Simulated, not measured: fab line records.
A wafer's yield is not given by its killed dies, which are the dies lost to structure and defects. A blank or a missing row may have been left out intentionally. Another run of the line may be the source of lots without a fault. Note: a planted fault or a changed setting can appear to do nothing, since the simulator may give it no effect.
Matching of chambers	flow n5 finfet	rie diel-01 running N5_GATE_CUT_STRIP_42: 4 sister chambers
The step strips in O2. 4 wafers are shown with their chamber, then 10 later ones without.

## WAFERS WITH THEIR CHAMBER
wafer	chamber	showerhead plenum p Torr (Torr)
L081.2	0	1.98
L086.3	1	2.00
L088.1	2	2.06
L088.3	3	2.17

## WAFERS WITH NO CHAMBER GIVEN
wafer	showerhead plenum p Torr (Torr)
L088.5	2.17
L090.1	1.99
L090.2	2.06
L090.6	1.99
L096.1	2.16
L096.3	2.24
L096.5	1.99
L097.1	2.05
L097.4	2.24
L097.5	1.99

## WHICH CHAMBER EACH ONE RAN IN
wafer	from the rows above	in truth
L088.5	3	3
L090.1	can't be placed: 0 or 1 or 2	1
L090.2	can't be placed: 2 or 1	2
L090.6	can't be placed: 0 or 1 or 2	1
L096.1	3	3
L096.3	3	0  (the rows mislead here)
L096.5	can't be placed: 0 or 1 or 2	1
L097.1	can't be placed: 2 or 1 or 0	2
L097.4	3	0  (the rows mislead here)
L097.5	can't be placed: 0 or 1 or 2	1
2 of 10 placed correctly. Not placeable from these rows: 6 (in 6, the candidates include the true chamber). Wrongly placed: 2.
How it was worked out, from the rows above alone: a wafer's distance from a chamber is the root of the sum, over the readings, of the square of ((its reading less the chamber's mean) divided by the reading's scatter). If the next closest chamber is less than 2 further off than the closest, the wafer can't be placed; otherwise it belongs to the closest. Each chamber's mean is taken over the wafers shown for it. The scatter: with one shown wafer a chamber, the root of the mean of the squares of how far each hidden wafer lies from its nearest shown one.
